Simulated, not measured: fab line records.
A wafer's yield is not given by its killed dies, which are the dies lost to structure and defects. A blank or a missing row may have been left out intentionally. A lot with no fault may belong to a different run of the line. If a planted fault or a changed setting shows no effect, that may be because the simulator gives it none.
Split-lot experiment -- flow n5_finfet -- on a route of 1938 steps: 7 lots, 21 wafers read

== ABOUT THE SPLIT ==
At N5_BEOL_M0_SAQP_SPACER2_ALD_26 (deposits SiO2, target thk 15 nm, pulse time 1 s, purge time 2 s), the setting target_thk_a was moved away from the recipe's 150 angstrom on 9 of the 21 wafers read, by -11.6% to +5.9%. This setting was run at the recipe's value on the other wafers.

== FROM THE SPLIT TO THE READING: what the file shows between them, 2 steps ==
- N5_BEOL_M0_SAQP_SPACER2_ETCHBACK_27: etches SiO2 in CHF3/O2, target depth 22.5 nm, time 11.25 s
- N5_BEOL_M0_SAQP_MANDREL2_REMOVE_110: chemistry HBr/Cl2/O2, target a-Si, stops on SiCN, bt time 10 s

== THE READING ==
cd_nm at N5_BEOL_M0_SAQP_CD_MEAS_29, given in nm (cd target 14.4 nm). Fault-free wafers of this fab line usually give 14.97 nm, standard deviation 0.22 nm.

wafer,"tool, chamber at the split","target_thk_a as run, angstrom",against the recipe,"cd_nm, nm",against lot-mates on the recipe
L076.2,"ald_sin-04, 3,0",134.1,-10.6%,13.21,-1.87
L076.3,"ald_sin-04, 3,0",134.1,-10.6%,13.63,-1.45
L076.4,"ald_sin-04, 2",150,recipe,15.08,-
L078.1,"ald_sin-01, 2",150,recipe,15.02,-
L078.4,"ald_sin-01, 3",140.7,-6.2%,14.23,-0.68
L078.6,"ald_sin-01, 2",150,recipe,14.81,-
L079.1,"ald_sin-04, 2",155.7,+3.8%,15.36,+0.21
L079.2,"ald_sin-04, 1,3",150,recipe,15.10,-
L079.4,"ald_sin-04, 1,3",150,recipe,15.19,-
L084.1,"ald_sin-04, 2",150,recipe,14.78,-
L084.3,"ald_sin-04, 3",138.9,-7.4%,13.80,-1.22
L084.6,"ald_sin-04, 2",150,recipe,15.27,-
L087.1,"ald_sin-02, 1",150,recipe,15.14,-
L087.4,"ald_sin-02, 2",132.6,-11.6%,13.04,-2.10
L087.5,"ald_sin-02, 1",132.6,-11.6%,13.17,-1.97
L088.1,"ald_sin-02, 0",150,recipe,14.91,-
L088.5,"ald_sin-02, 2,3",150,recipe,14.73,-
L088.6,"ald_sin-02, 2,3",150,recipe,14.94,-
L090.3,"ald_sin-01, 1",150,recipe,14.86,-
L090.5,"ald_sin-01, 2",158.9,+5.9%,15.92,+1.06
L090.6,"ald_sin-01, 3",158.9,+5.9%,16.22,+1.36
When a row names more than one chamber, that row covers several wafers, and the file does not tell which wafer ran in which chamber.

FIT RESULTS
A straight line over all 21 wafers: cd_nm changes by +0.157 nm for each +1% of target_thk_a; r = +0.98; the points scatter about the line by 0.18 nm.
The same after taking each lot's own level away (the mean of its wafers on the recipe; 21 wafers): +0.166 nm for each +1%; r = +0.98; scatter 0.2 nm.
According to that fit, moving target_thk_a by its largest amount changes the reading by 1.9 nm.
The lots' own levels span 14.860 to 15.145 nm, that is 1.3 times the standard deviation above.
Consequently the slope shifts little with the lot-to-lot level, the two slopes agreeing.
Check: -1.86 nm against its lot-mates is what the line predicts for one of the wafers moved furthest among these (-11.6%) when that wafer is left out of the fit. It came out at -2.1 nm against them.

== THE WHOLE CHAIN: every reading that the file lists as answering this split, in the file's order ==
step,what it does,reading,change (the file's fit),r (the file's)
N5_BEOL_M0_SAQP_SPACER2_ALD_26,"deposits SiO2, target thk 15 nm, pulse time 1 s, purge time 2 s","SiO2_of_BEOL_M0_SAQP_SPACER2_ALD_26.thk_nm (the simulator's own value, which no gauge read)",+0.15 nm for each +1% of the setting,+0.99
N5_BEOL_M0_SAQP_MANDREL2_REMOVE_110,"chemistry HBr/Cl2/O2, target a-Si, stops on SiCN, bt time 10 s","BEOL_M0_SAQP.cd_nm (the simulator's own value, which no gauge read)",+0.154 nm for each +1% of the setting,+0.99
N5_BEOL_M0_SAQP_CD_MEAS_29,target cd 14.4 nm,cd_nm,+0.16 nm for each +1% of the setting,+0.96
N5_BEOL_M0_HM_OPEN_105,"chemistry Cl2/BCl3, target TiN, target depth 12 nm","SiO2_of_BEOL_M0_SAQP_SPACER2_ALD_26.thk_nm (the simulator's own value, which no gauge read)",+0.106 nm for each +1% of the setting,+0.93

== FILE'S OWN FIT ==
cd_nm changes by +0.16 nm for each +1% of target_thk_a, r = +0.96.
